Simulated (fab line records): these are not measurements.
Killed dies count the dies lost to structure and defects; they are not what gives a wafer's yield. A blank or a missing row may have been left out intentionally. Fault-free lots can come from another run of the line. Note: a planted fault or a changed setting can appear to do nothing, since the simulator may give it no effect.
fab line records	flow n5Finfet
record lots=9	wafers=26	lastDay=18
route steps=1938 shown BEOL_M4@1091 PASSIVATION@1936
lots that met no fault: from a run of the same line without faults
startH: start of the lot's first displayed wafer, in hours after the record's first day	waitH: hours from the lot's prior step to this one	" identical to the entry in the row above	L1.1+2: a single row standing in for several wafers	- value missing, or start not given	* or withheld: withheld	< > ~ a bound
route shown NAME@n: a module of which the file shows steps, and the number in the route of the first	usual: the fault-free wafers' mean and standard deviation	same: alike in all rows	chamber/n: place in a boat	sites: per-site readings	_std_site: their standard deviation	_edge_site: mean of outer sites minus mean of inner sites	radiusMm: for every site, how far away it sits from the centre of the wafer	mask NAME#n: copy n	behind: the most recent tool/chamber to have shaped the wafer	hold: what put the lot on hold/how long, in hours/how the hold closed	device: whichever transistor did not switch (one of n, p or np)	end of line: the same wafers' tests at the end of the route	for a step that has no rows: nothing shown but its recipe	killed: dies that structure and defects cost at the first sort, which is not the same as the wafer's yield	map: shows each die of a wafer: x if killed, . if not, _ if none is there
set.NAME: the setting the step ran with; set.NAME@STEP: the setting that earlier step ran with	model.NAME: the simulator's own value behind a step, which no gauge read
route steps across a sampled set of lots; one table per step, one row per wafer
services: a tool's chamber out of use, with start hour (startH, from the record's first day; less than 0 if before it), hours out, and reason
## steps
# step N5_BEOL_M4_ANNEAL_87
# recipe tempC=400	timeS=240	ambient=vacuum
# usual heaterPowerW=844/56
lot.wafer	tool	chamber	startH	waitH	heaterPowerW
L670.1	pvdSputter-02	-	186.53	0.0	789
L670.3	"	-	"	"	854
L670.5	"	-	"	"	808
L672.3	pvdSputter-01	-	204.52	0.0	878
L672.4	"	-	"	"	858
L672.6	"	-	"	"	934
L675.4	pvdSputter-02	-	216.93	0.0	893
L675.5	"	-	"	"	790
L675.6	"	-	"	"	794
L678.1	pvdSputter-01	-	231.24	0.0	876
L678.4	"	-	"	"	778
L678.6	"	-	"	"	934
L680.1	pvdSputter-01	-	249.44	0.0	875
L680.2	"	-	"	"	933
L680.3	"	-	"	"	883
L689.3	pvdSputter-01	-	304.51	0.0	934
L689.4	"	-	"	"	789
L689.6	"	-	"	"	893
L691.3	pvdSputter-02	-	306.00	0.0	787
L691.5	"	-	"	"	837
L691.6	"	-	"	"	795
L690.2	pvdSputter-01	-	306.61	0.0	792
L690.5	"	-	"	"	894
L690.6	"	-	"	"	880
L692.2	pvdSputter-03	-	316.58	0.0	741
L692.5	"	-	"	"	888
# step N5_BEOL_M4_SPUTTER_92
# recipe material=Cu	targetThkA=45	tempC=-20	chamberPressurePa=0.07	powerW=withheld	timeS=8.29
# usual chuckGasFlowSccm=1.26/0.051	throttleValvePct=29.8/0.85
lot.wafer	tool	chamber	startH	waitH	chuckGasFlowSccm	throttleValvePct
L670.1	pvdSputter-02	-	187.11	0.1	1.25	30.9
L670.3	"	-	"	"	1.37	30.3
L670.5	"	-	"	"	1.25	30.6
L672.3	pvdSputter-01	-	205.10	0.1	1.26	30.5
L672.4	"	-	"	"	1.24	28.5
L672.6	"	-	"	"	1.31	28.4
L675.4	pvdSputter-02	-	217.51	0.1	1.18	29.9
L675.5	"	-	"	"	1.25	29.8
L675.6	"	-	"	"	1.21	30.4
L678.1	pvdSputter-01	-	231.82	0.1	1.25	30.4
L678.4	"	-	"	"	1.23	30.1
L678.6	"	-	"	"	1.22	28.2
L680.1	pvdSputter-01	-	250.02	0.1	1.31	28.7
L680.2	"	-	"	"	1.22	28.3
L680.3	"	-	"	"	1.25	30.4
L689.3	pvdSputter-01	-	305.09	0.1	1.28	28.2
L689.4	"	-	"	"	1.26	30.1
L689.6	"	-	"	"	1.29	28.5
L691.3	pvdSputter-02	-	306.65	0.1	1.24	30.7
L691.5	"	-	"	"	1.25	30.3
L691.6	"	-	"	"	1.20	29.5
L690.2	pvdSputter-01	-	307.19	0.1	1.37	30.0
L690.5	"	-	"	"	1.28	29.0
L690.6	"	-	"	"	1.28	30.6
L692.2	pvdSputter-03	-	317.16	0.1	1.23	30.9
L692.5	"	-	"	"	1.22	28.5
# step N5_BEOL_M4_CMP_52
# recipe stopOn=SiOC	tOverpolishS=6.8	downForcePsi=1	platenRpm=50	clearingPlatenDownForcePsi=1.5	clearingPlatenRpm=50	postCmpClean=cuAlkaline	targetThkNm=40	clearingPlatenPadVelocityMS=0.99484	padVelocityMS=0.99484
# usual barrierFieldEndpointS=24.3/0.66	clearingPlatenDownForcePsi=1.4999/0.0026	motorCurrentA=5.9/0.77	overpolishRunS=6.800/0.0093	padLifeWafers=777/620	platenRpm=50.00/0.032	tOverpolishS=6.8/0	timeToEndpointS=61/3.6
lot.wafer	tool	chamber	startH	waitH	barrierFieldEndpointS	clearingPlatenDownForcePsi	motorCurrentA	overpolishRunS	padLifeWafers	platenRpm	tOverpolishS	timeToEndpointS
L670.1	cmp-03	3	188.08	0.3	24.8	1.4985	5.9	6.808	427	49.95	6.8	67
L670.3	"	0	"	"	24.4	1.4997	7.2	6.789	428	50.03	6.8	64
L670.5	"	2	"	"	25.1	1.4986	6.3	6.812	-	50.00	6.8	62
L672.4	cmp-01	0	206.04	0.1	24.3	1.5011	6.2	6.811	2022	50.00	6.8	64
L672.3	"	1	"	"	23.3	1.5002	6.5	6.809	2023	50.00	6.8	60
L672.6	"	0	"	"	24.8	1.4988	6.1	6.802	-	50.02	6.8	65
L675.4	cmp-04	3	218.51	0.2	24.1	1.4975	6.0	6.796	1592	50.01	6.8	58
L675.5	"	1	"	"	25.4	1.5026	4.9	6.816	-	49.95	6.8	64
L675.6	"	2	"	"	24.5	1.4974	5.7	6.778	-	49.97	6.8	60
L678.4	cmp-03	3	232.76	0.1	23.6	1.5060	5.9	6.793	834	49.98	6.8	63
L678.1	"	1	"	"	23.9	1.5006	6.0	6.793	836	50.01	6.8	61
L678.6	"	3	"	"	24.3	1.5034	5.7	6.794	-	49.98	6.8	62
L680.1	cmp-03	3	251.31	0.3	24.0	1.4993	5.7	6.792	1003	50.00	6.8	61
L680.3	"	0	"	"	24.9	1.4961	7.1	6.800	1004	50.05	6.8	61
L680.2	"	1	"	"	24.1	1.4969	6.1	6.795	1005	49.99	6.8	63
L689.3	cmp-03	2	306.03	0.2	-	-	-	-	-	-	-	-
L689.4	"	1	"	"	-	-	-	-	-	-	-	-
L689.6	"	2	"	"	-	-	-	-	-	-	-	-
L691.3	cmp-04	0	307.73	0.2	23.8	1.5015	6.1	6.816	264	49.97	6.8	57
L691.6	"	0	"	"	24.5	1.4914	6.0	6.790	-	50.00	6.8	60
L691.5	"	1	"	"	23.0	1.4991	4.4	6.778	-	49.94	6.8	57
L690.2	cmp-03	2	308.30	0.4	-	-	-	-	-	-	-	-
L690.6	"	0	"	"	-	-	-	-	-	-	-	-
L690.5	"	1	"	"	-	-	-	-	-	-	-	-
L692.2	cmp-01	2	318.21	0.3	23.6	1.5024	4.6	6.820	621	50.01	6.8	59
L692.5	"	3	"	"	24.7	1.4996	4.5	6.791	-	50.04	6.8	66
# step N5_BEOL_M4_THK_MEAS_53
# recipe thkMeasGauge=xrf	reads=Cu_of_BEOL_M4_ECD_50
# usual M4_THK=39.0/1.9
lot.wafer	tool	chamber	startH	waitH	M4_THK[nm]
L670.1	filmMetro-01	-	188.34	-	42.0
L670.3	"	-	"	"	38.6
L670.5	"	-	"	"	38.2
L672.3	filmMetro-02	-	206.33	-	37.0
L672.4	"	-	"	"	40.6
L672.6	"	-	"	"	40.4
L675.4	filmMetro-01	-	218.73	-	37.9
L675.5	"	-	"	"	41.5
L675.6	"	-	"	"	38.3
L678.1	filmMetro-01	-	233.05	-	41.0
L678.4	"	-	"	"	41.0
L678.6	"	-	"	"	40.0
L680.1	filmMetro-01	-	251.56	-	40.0
L680.2	"	-	"	"	39.3
L680.3	"	-	"	"	40.3
L689.3	filmMetro-02	-	306.33	0.3	300.8
L689.4	"	-	"	"	298.3
L689.6	"	-	"	"	299.7
L691.3	filmMetro-01	-	308.03	-	36.6
L691.5	"	-	"	"	37.0
L691.6	"	-	"	"	39.8
L690.2	filmMetro-02	-	308.52	0.2	304.8
L690.5	"	-	"	"	298.5
L690.6	"	-	"	"	303.6
L692.2	filmMetro-01	-	318.39	-	38.9
L692.5	"	-	"	"	41.7
# step N5_BEOL_M4_PRE_CLEAN_60
# recipe gas=NH3/H2	timeS=15	tempC=*	rfPowerW=300
# usual heaterPowerOuterW=25/18	heaterPowerW=90/29
lot.wafer	tool	chamber	startH	waitH	heaterPowerOuterW	heaterPowerW
L670.1	cvdCo-02	1	188.37	0.0	18	74
L670.3	"	0	"	"	16	74
L670.5	"	0	"	"	16	74
L672.3	cvdCo-01	2	206.38	0.0	4	51
L672.4	"	2	"	"	4	51
L672.6	"	0	"	"	49	129
L675.4	cvdCo-01	0	218.86	0.1	50	128
L675.5	"	2	"	"	4	49
L675.6	"	1	"	"	46	127
L678.1	cvdCo-02	2	233.09	0.0	13	82
L678.4	"	1	"	"	18	74
L678.6	"	2	"	"	13	84
L680.1	cvdCo-01	2	251.60	0.0	4	52
L680.2	"	1	"	"	45	126
L680.3	"	0	"	"	50	130
L689.3	cvdCo-01	2	306.37	0.0	5	51
L689.4	"	2	"	"	5	52
L689.6	"	1	"	"	47	125
L691.3	cvdCo-01	0	308.06	0.0	52	129
L691.5	"	1	"	"	46	128
L691.6	"	2	"	"	5	53
L690.2	cvdCo-01	1	308.56	0.0	46	127
L690.5	"	0	"	"	50	127
L690.6	"	2	"	"	5	53
L692.2	cvdCo-02	2	318.42	0.0	13	81
L692.5	"	1	"	"	19	77
# step N5_BEOL_M4_RS_MEAS_58
# recipe thkMeasGauge=four-point-probe	reads=Co_of_BEOL_M4_CO_CAP_55+Cu_of_BEOL_M4_ECD_50+Co_of_BEOL_M4_CVD_47+TaN_of_BEOL_M4_ALD_84
# usual M4_RS=0.69/0.042
lot.wafer	tool	chamber	startH	waitH	M4_RS[ohm/sq]
L670.1	filmMetro-01	-	188.61	0.0	0.62
L670.3	"	-	"	"	0.69
L670.5	"	-	"	"	0.70
L672.3	filmMetro-01	-	206.60	0.1	0.74
L672.4	"	-	"	"	0.65
L672.6	"	-	"	"	0.66
L675.4	filmMetro-02	-	219.07	0.0	0.72
L675.5	"	-	"	"	0.64
L675.6	"	-	"	"	0.71
L678.1	filmMetro-02	-	233.31	0.0	0.64
L678.4	"	-	"	"	0.64
L678.6	"	-	"	"	0.66
L680.1	filmMetro-02	-	251.84	0.0	0.67
L680.2	"	-	"	"	0.68
L680.3	"	-	"	"	0.66
L689.3	filmMetro-02	-	306.59	0.1	0.06
L689.4	"	-	"	"	0.06
L689.6	"	-	"	"	0.06
L691.3	filmMetro-02	-	308.29	0.1	0.75
L691.5	"	-	"	"	0.73
L691.6	"	-	"	"	0.67
L690.2	filmMetro-02	-	308.81	0.1	0.06
L690.5	"	-	"	"	0.06
L690.6	"	-	"	"	0.06
L692.2	filmMetro-02	-	318.65	0.1	0.69
L692.5	"	-	"	"	0.64
# step N5_BEOL_M4_INSPECT_59
# recipe inspectInstrument=darkfield	mode=postDep
# usual rawDefectCount=72/25
lot.wafer	tool	chamber	startH	waitH	rawDefectCount
L670.1	defectInspect-01	-	188.63	0.0	64
L670.3	"	-	"	"	46
L670.5	"	-	"	"	75
L672.3	defectInspect-02	-	206.63	0.0	50
L672.4	"	-	"	"	79
L672.6	"	-	"	"	44
L675.4	defectInspect-02	-	219.10	0.0	59
L675.5	"	-	"	"	37
L675.6	"	-	"	"	84
L678.1	defectInspect-01	-	233.34	0.0	37
L678.4	"	-	"	"	46
L678.6	"	-	"	"	40
L680.1	defectInspect-01	-	251.86	0.0	68
L680.2	"	-	"	"	37
L680.3	"	-	"	"	58
L689.3	defectInspect-02	-	306.62	0.0	5157
L689.4	"	-	"	"	4956
L689.6	"	-	"	"	5216
L691.3	defectInspect-02	-	308.31	0.0	147
L691.5	"	-	"	"	91
L691.6	"	-	"	"	112
L690.2	defectInspect-01	-	308.84	0.0	4997
L690.5	"	-	"	"	5065
L690.6	"	-	"	"	5088
L692.2	defectInspect-01	-	318.67	0.0	81
L692.5	"	-	"	"	58
# step N5_BEOL_M4_RC_MEAS_101
# usual DIBL_N=36.0/2.5	DIBL_P=36.2/3	IOFF_N=0.16/0.044	IOFF_P=0.21/0.049	ION_N=671/15	ION_P=461/8.7	SS_N=71.5/0.72	SS_P=73.4/0.9	VT_N=251/4.4	VT_P=-250/4
lot.wafer	tool	chamber	startH	waitH	DIBL_N[mV/V]	DIBL_P[mV/V]	IOFF_N[nA/um]	IOFF_P[nA/um]	ION_N[uA/um]	ION_P[uA/um]	SS_N[mV/dec]	SS_P[mV/dec]	VT_N[mV]	VT_P[mV]
L670.1	prober-02	0	189.25	0.6	34.6	36.4	0.13	0.19	652	449	71.9	73.2	254	-252
L670.3	"	0	"	"	33.6	35.3	0.13	0.17	660	452	71.7	73.2	253	-253
L670.5	"	0	"	"	33.5	35.5	0.13	0.18	652	447	72.0	73.0	254	-255
L672.3	prober-02	0	206.96	0.3	32.7	34.3	0.12	0.18	656	455	70.9	72.2	252	-249
L672.4	"	0	"	"	37.3	40.0	0.20	0.24	677	459	72.3	74.3	247	-249
L672.6	"	0	"	"	35.7	38.5	0.16	0.24	663	461	71.7	74.3	253	-247
L675.4	prober-01	0	219.58	0.5	36.4	36.8	0.15	0.20	678	464	71.5	73.5	252	-251
L675.5	"	0	"	"	34.6	33.4	0.11	0.16	653	452	70.4	72.5	255	-253
L675.6	"	0	"	"	35.0	35.4	0.12	0.20	669	468	71.6	72.8	255	-252
L678.1	prober-01	0	233.36	0.0	34.2	34.9	0.13	0.20	657	457	71.5	72.8	252	-252
L678.4	"	0	"	"	34.1	35.2	0.14	0.20	672	464	70.9	73.4	250	-248
L678.6	"	0	"	"	37.7	39.4	0.21	0.29	699	482	72.3	73.4	245	-246
L680.1	prober-02	0	251.89	0.0	36.6	36.2	0.16	0.21	666	452	71.6	73.5	252	-250
L680.2	"	0	"	"	38.0	37.7	0.18	0.22	680	460	71.9	74.1	249	-253
L680.3	"	0	"	"	30.6	28.6	0.08	0.11	656	446	70.4	71.3	259	-260
L691.3	prober-01	0	308.65	0.3	40.1	40.6	0.25	0.31	689	470	73.0	74.3	245	-242
L691.5	"	0	"	"	36.2	35.1	0.13	0.19	651	453	71.1	73.0	255	-252
L691.6	"	0	"	"	37.9	37.6	0.19	0.25	675	463	71.8	73.6	246	-246
L692.2	prober-02	0	318.85	0.2	37.1	38.2	0.17	0.21	685	470	71.1	74.5	253	-253
L692.5	"	0	"	"	34.0	34.5	0.12	0.16	675	460	70.8	73.5	252	-258
# step N5_PASSIVATION_PROBE_49
# usual defectLimitedYield=91.7/1.4	killed_at_M0_to_M3=31/11	killed_at_M4_up=13/4.6	killedAtContacts=13/6.7	killedAtFrontEnd=39/9.6	killedAtOther=3.5/2.8	killedDies=98/16	killedOnRim=13/4.2	killedOpen=64/11	killedShort=33/8.5	sort_bin_5_function=4.9/0.96	sort_bin_6_memory=3.1/0.59	sort_bin_8_speed=0.2/1.3	sortNPass=1080/23
# same grossDies=1180	killedAtBackSide=0	sort_bin_4_leakage[%]=0
lot.wafer	tool	chamber	startH	waitH	defectLimitedYield[%]	killed_at_M0_to_M3	killed_at_M4_up	killedAtContacts	killedAtFrontEnd	killedAtOther	killedDies	killedOnRim	killedOpen	killedShort	sort_bin_5_function[%]	sort_bin_6_memory[%]	sort_bin_8_speed[%]	sortNPass
L670.1	prober-01	-	301.86	0.2	92.8	22	16	2	41	4	85	11	65	20	4.4	2.6	0	1095
L670.3	prober-01	-	301.96	0.3	93.7	20	15	4	29	6	74	15	51	23	3.2	2.8	0	1106
L670.5	prober-01	-	302.06	0.4	93.0	32	11	3	32	5	83	13	47	35	4.0	2.8	0	1097
L672.3	prober-01	-	310.60	0.1	91.3	28	20	28	26	1	103	16	68	32	4.4	3.8	0.3	1077
L672.4	prober-01	-	310.65	0.2	91.9	28	14	15	33	6	96	14	61	35	4.4	3.4	0	1084
L672.6	prober-01	-	310.75	0.3	92.9	22	8	19	33	2	84	9	59	25	4.5	2.5	0	1096
L675.4	prober-02	-	326.93	0.4	90.8	31	11	7	54	5	108	15	67	41	5.9	3.2	0	1072
L675.5	prober-02	-	326.98	0.5	93.7	24	5	18	26	1	74	8	51	23	3.3	2.7	0	1106
L675.6	prober-02	-	327.03	0.5	93.1	13	16	5	44	3	81	8	52	28	3.6	3.1	0	1099
L678.1	prober-02	-	339.29	0.0	91.2	41	17	6	38	2	104	15	64	35	5.1	3.3	0	1076
L678.4	prober-02	-	339.44	0.2	91.6	29	22	5	43	0	99	5	63	35	4.9	3.2	0	1081
L678.6	prober-02	-	339.54	0.3	92.1	32	12	9	38	2	93	14	59	33	4.2	3.4	0	1087
L680.1	prober-01	-	347.89	0.0	93.3	27	12	7	24	9	79	10	58	21	3.8	2.6	0	1101
L680.2	prober-01	-	347.94	0.1	92.8	28	6	11	32	8	85	11	60	23	4.7	2.3	0	1095
L680.3	prober-01	-	347.99	0.1	91.4	23	12	32	32	3	102	7	68	32	4.2	4.0	0	1078
L691.3	prober-01	-	410.91	0.1	93.2	18	21	7	34	0	80	12	60	19	4.3	2.2	0	1100
L691.5	prober-01	-	411.01	0.2	92.7	14	17	15	39	1	86	8	61	24	4.8	2.3	0.1	1093
L691.6	prober-01	-	411.06	0.3	93.5	18	12	9	36	2	77	12	56	19	3.8	2.6	0	1103
L690.2	prober-01	-	414.12	0.1	0	43	1088	16	30	3	1180	152	67	37	5.9	2.5	0	0
L690.5	prober-01	-	414.27	0.2	0	42	1088	3	45	2	1180	152	52	45	4.6	3.2	0	0
L690.6	prober-01	-	414.32	0.3	0	32	1083	9	53	3	1180	152	72	37	6.9	2.3	0	0
L689.3	prober-01	-	414.47	0.3	0	21	1103	2	49	5	1180	152	58	32	4.9	2.8	0	0
L689.4	prober-01	-	414.52	0.3	0	17	1100	6	57	0	1180	152	69	28	5.2	3.0	0	0
L689.6	prober-01	-	414.62	0.4	0	34	1084	14	44	4	1180	152	85	30	6.4	3.3	0	0
L692.2	prober-01	-	422.93	0.1	91.5	24	12	18	40	6	100	10	69	31	4.5	3.7	0	1080
L692.5	prober-01	-	423.08	0.2	90.3	36	21	23	32	3	115	13	70	45	6.2	3.1	0	1065
# killed by level:class
L670.1 STI_FIN_REVEAL:geometricParticle:open=19 BEOL_M1:geometricParticle:open=9 BEOL_M4:geometricParticle:open=5 DUMMY_GATE:geometricParticle:open=4 GATE_CUT:geometricParticle:short=4 BEOL_M8:geometricParticle:open=4 BEOL_M0_SAQP:geometricParticle:open=4 STARTING-WAFER:geometricParticle:short=4
L670.3 STI_FIN_REVEAL:geometricParticle:open=10 BEOL_M1:geometricParticle:open=7 BEOL_M4:geometricParticle:open=5 FIN_SAQP:geometricParticle:short=4 STI_FIN_REVEAL:geometricParticle:short=3 MOL_CONTACT_COAG:geometricParticle:open=3 BEOL_M2:geometricParticle:open=3 FIN_SAQP:geometricParticle:open=2
L670.5 STI_FIN_REVEAL:geometricParticle:open=13 BEOL_M0_SAQP:geometricParticle:short=8 FIN_SAQP:geometricParticle:short=5 BEOL_M0_SAQP:geometricParticle:open=5 BEOL_M1:geometricParticle:open=5 BEOL_M1:geometricParticle:short=4 BEOL_M2:geometricParticle:open=4 GATE_CUT:geometricParticle:short=3
L672.3 MOL_CONTACT_COAG:geometricParticle:open=22 BEOL_M3:geometricParticle:open=9 BEOL_M4:geometricParticle:open=8 MOL_CONTACT_COAG:geometricParticle:short=6 BEOL_M2:geometricParticle:open=6 FIN_SAQP:geometricParticle:open=5 FIN_SAQP:geometricParticle:short=5 STI_FIN_REVEAL:geometricParticle:open=5
L672.4 BEOL_M4:geometricParticle:open=11 GATE_CUT:geometricParticle:short=11 MOL_CONTACT_COAG:geometricParticle:open=11 BEOL_M3:geometricParticle:open=6 FIN_SAQP:geometricParticle:short=5 STI_FIN_REVEAL:geometricParticle:open=5 BEOL_M0_SAQP:geometricParticle:short=5 MOL_CONTACT_COAG:geometricParticle:short=4
L672.6 MOL_CONTACT_COAG:geometricParticle:open=13 STI_FIN_REVEAL:geometricParticle:open=12 BEOL_M0_SAQP:geometricParticle:open=9 MOL_CONTACT_COAG:geometricParticle:short=6 GATE_CUT:geometricParticle:open=4 GATE_CUT:geometricParticle:short=4 BEOL_M3:geometricParticle:open=4 STARTING-WAFER:geometricParticle:short=4
L675.4 FIN_SAQP:geometricParticle:open=19 BEOL_M2:geometricParticle:open=11 FIN_SAQP:geometricParticle:short=8 GATE_CUT:geometricParticle:short=7 ILD0:geometricParticle:short=5 BEOL_M1:geometricParticle:open=5 STI_FIN_REVEAL:geometricParticle:open=4 MOL_CONTACT_COAG:geometricParticle:short=4
L675.5 MOL_CONTACT_COAG:geometricParticle:open=16 BEOL_M1:geometricParticle:open=6 BEOL_M3:geometricParticle:open=5 STI_FIN_REVEAL:geometricParticle:open=4 DUMMY_GATE:geometricParticle:open=4 BEOL_M0_SAQP:geometricParticle:open=4 FIN_SAQP:geometricParticle:short=3 ILD0:geometricParticle:short=3
L675.6 FIN_SAQP:geometricParticle:open=11 FIN_SAQP:geometricParticle:short=7 BEOL_M4:geometricParticle:open=7 STI_FIN_REVEAL:geometricParticle:open=7 SPACER0:geometricParticle:open=4 MOL_CONTACT_COAG:geometricParticle:open=4 BEOL_M0_SAQP:geometricParticle:open=4 BEOL_M4:geometricParticle:short=4
L678.1 FIN_SAQP:geometricParticle:short=12 FIN_SAQP:geometricParticle:open=10 BEOL_M0_SAQP:geometricParticle:open=9 BEOL_M1:geometricParticle:open=9 BEOL_M4:geometricParticle:open=8 BEOL_M3:geometricParticle:open=7 BEOL_M0_SAQP:geometricParticle:short=6 FIN_CUT:areaEtch=5
L678.4 BEOL_M4:geometricParticle:open=13 FIN_SAQP:geometricParticle:open=10 STARTING-WAFER:geometricParticle:short=7 BEOL_M0_SAQP:geometricParticle:short=7 DUMMY_GATE:geometricParticle:open=6 BEOL_M2:geometricParticle:open=6 GATE_CUT:geometricParticle:short=5 BEOL_M3:geometricParticle:open=5
L678.6 BEOL_M3:geometricParticle:open=16 FIN_SAQP:geometricParticle:short=9 BEOL_M2:geometricParticle:open=8 FIN_SAQP:geometricParticle:open=7 MOL_CONTACT_COAG:geometricParticle:open=6 DUMMY_GATE:geometricParticle:open=5 BEOL_M4:geometricParticle:short=5 MOL_CONTACT_COAG:geometricParticle:short=3
L680.1 BEOL_M3:geometricParticle:open=9 BEOL_M4:geometricParticle:open=8 STI_FIN_REVEAL:geometricParticle:open=6 DUMMY_GATE:geometricParticle:open=6 FIN_SAQP:geometricParticle:open=5 MOL_CONTACT_COAG:geometricParticle:open=5 BEOL_M1:geometricParticle:open=5 FIN_SAQP:geometricParticle:short=4
L680.2 MOL_CONTACT_COAG:geometricParticle:open=9 STI_FIN_REVEAL:geometricParticle:open=7 BEOL_M3:geometricParticle:open=7 FIN_SAQP:geometricParticle:open=6 DUMMY_GATE:geometricParticle:open=6 BEOL_M0_SAQP:geometricParticle:short=6 GATE_CUT:geometricParticle:short=5 BEOL_M0_SAQP:geometricParticle:open=5
L680.3 MOL_CONTACT_COAG:geometricParticle:open=25 BEOL_M3:geometricParticle:open=8 MOL_CONTACT_COAG:geometricParticle:short=7 FIN_SAQP:geometricParticle:open=6 STI_FIN_REVEAL:geometricParticle:open=5 GATE_CUT:geometricParticle:short=4 BEOL_M0_SAQP:geometricParticle:open=4 FIN_SAQP:geometricParticle:short=3
L691.3 BEOL_M4:geometricParticle:open=11 STI_FIN_REVEAL:geometricParticle:open=9 FIN_SAQP:geometricParticle:open=6 BEOL_M1:geometricParticle:open=5 DUMMY_GATE:geometricParticle:open=4 GATE_CUT:geometricParticle:short=4 MOL_CONTACT_COAG:geometricParticle:open=4 STARTING-WAFER:geometricParticle:short=4
L691.5 MOL_CONTACT_COAG:geometricParticle:open=14 FIN_SAQP:geometricParticle:open=10 BEOL_M4:geometricParticle:open=10 DUMMY_GATE:geometricParticle:open=8 STI_FIN_REVEAL:geometricParticle:open=5 BEOL_M0_SAQP:geometricParticle:short=4 STARTING-WAFER:geometricParticle:open=4 FIN_SAQP:geometricParticle:short=3
L691.6 FIN_SAQP:geometricParticle:open=17 BEOL_M0_SAQP:geometricParticle:open=6 MOL_CONTACT_COAG:geometricParticle:open=6 BEOL_M4:geometricParticle:open=6 FIN_SAQP:geometricParticle:short=5 BEOL_M1:geometricParticle:open=5 STARTING-WAFER:geometricParticle:short=4 DUMMY_GATE:geometricParticle:open=3
L690.2 BEOL_M4:areaCmp=1076 BEOL_M3:geometricParticle:open=15 MOL_CONTACT_COAG:geometricParticle:open=12 BEOL_M1:geometricParticle:open=7 FIN_SAQP:geometricParticle:short=5 BEOL_M0_SAQP:geometricParticle:short=5 BEOL_M0_SAQP:geometricParticle:open=5 STARTING-WAFER:geometricParticle:short=5
L690.5 BEOL_M4:areaCmp=1083 GATE_CUT:geometricParticle:short=13 BEOL_M0_SAQP:geometricParticle:open=13 BEOL_M0_SAQP:geometricParticle:short=10 STARTING-WAFER:geometricParticle:short=8 FIN_SAQP:geometricParticle:open=7 BEOL_M3:geometricParticle:open=7 FIN_SAQP:geometricParticle:short=4
L690.6 BEOL_M4:areaCmp=1070 FIN_SAQP:geometricParticle:short=10 FIN_SAQP:geometricParticle:open=9 STI_FIN_REVEAL:geometricParticle:open=9 DUMMY_GATE:geometricParticle:open=8 BEOL_M0_SAQP:geometricParticle:short=8 BEOL_M3:geometricParticle:open=5 MOL_CONTACT_COAG:geometricParticle:open=5
L689.3 BEOL_M4:areaCmp=1087 STI_FIN_REVEAL:geometricParticle:open=11 FIN_SAQP:geometricParticle:short=10 FIN_SAQP:geometricParticle:open=9 BEOL_M3:geometricParticle:open=8 GATE_CUT:geometricParticle:short=6 BEOL_M2:geometricParticle:open=5 BEOL_M4:geometricParticle:open=4
L689.4 BEOL_M4:areaCmp=1082 STI_FIN_REVEAL:geometricParticle:open=19 BEOL_M4:geometricParticle:open=8 GATE_CUT:geometricParticle:short=7 BEOL_M3:geometricParticle:open=6 FIN_SAQP:geometricParticle:open=5 STI_FIN_REVEAL:geometricParticle:short=5 ILD0:geometricParticle:short=5
L689.6 BEOL_M4:areaCmp=1063 STI_FIN_REVEAL:geometricParticle:open=22 BEOL_M4:geometricParticle:open=12 MOL_CONTACT_COAG:geometricParticle:open=11 BEOL_M2:geometricParticle:open=8 BEOL_M3:geometricParticle:open=6 FIN_SAQP:geometricParticle:open=4 GATE_CUT:geometricParticle:short=4
L692.2 STI_FIN_REVEAL:geometricParticle:open=19 MOL_CONTACT_COAG:geometricParticle:open=13 BEOL_M0_SAQP:geometricParticle:short=6 FIN_SAQP:geometricParticle:open=5 MOL_CONTACT_COAG:geometricParticle:short=5 BEOL_M2:geometricParticle:open=5 BEOL_M4:geometricParticle:open=5 STI_FIN_REVEAL:geometricParticle:short=4
L692.5 MOL_CONTACT_COAG:geometricParticle:open=18 BEOL_M0_SAQP:geometricParticle:open=10 BEOL_M4:geometricParticle:open=9 FIN_SAQP:geometricParticle:short=7 STI_FIN_REVEAL:geometricParticle:open=7 BEOL_M0_SAQP:geometricParticle:short=7 BEOL_M1:geometricParticle:open=7 MOL_CONTACT_COAG:geometricParticle:short=5
## services
tool	chamber	startH	hours	kind
cmp-04	-	191.48	0.5	repair
cvdCo-02	0	199.15	4.1	repair
cvdCo-01	1	207.95	6.3	repair
cmp-01	-	213.14	15.0	pm
cvdCo-01	-	222.18	14.6	pm
cmp-01	-	241.18	2.2	pm
cmp-01	-	243.90	4.0	pm
cmp-01	-	247.90	-	consumableReplace:conditioner
cmp-01	-	247.90	-	consumableReplace:pad
cmp-04	-	248.72	3.4	repair
cmp-01	-	260.80	0.8	repair
cmp-04	-	269.35	4.0	pm
cmp-04	-	273.35	-	consumableReplace:conditioner
cmp-04	-	273.35	-	consumableReplace:pad
cmp-03	-	281.13	8.0	repair
cmp-04	-	284.46	6.0	pm
## key
firstSign step=N5_BEOL_M4_CMP_52	reading=toolRecord	direction=missing
effect step=N5_BEOL_M4_THK_MEAS_53	reading=M4_THK	direction=up	sigmas=99+	usual=39.0	struck=300.9
effect step=N5_BEOL_M4_RS_MEAS_58	reading=M4_RS	direction=down	sigmas=15	usual=0.69	struck=0.06
effect step=N5_BEOL_M4_INSPECT_59	reading=rawDefectCount	direction=up	sigmas=99+	usual=72	struck=5080
effect step=N5_PASSIVATION_PROBE_49	reading=killed_at_M4_up	direction=up	sigmas=99+	usual=13	struck=1091
moreKillsBornAt N5_BEOL_M4_CMP_52@cmp-03=6461
metAt N5_BEOL_M4_CMP_52
struckLots L689,L690
laterRowsLeftOut L689.3,L689.4,L689.6,L690.2,L690.5,L690.6
notActingAt N5_BEOL_M4_ANNEAL_87,N5_BEOL_M4_SPUTTER_92,N5_BEOL_M4_PRE_CLEAN_60
onsetBetween 251.31 306.03
fault kind=skippedStepWhole	tool=cmp-03	chamber=-	onsetH=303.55	steps=N5_BEOL_M4_CMP_52	scope=struckLotsOnly
# laterRowsLeftOut: the simulator's readings of these wafers behind a module that went badly wrong aren't trusted and aren't shown, but for the sort
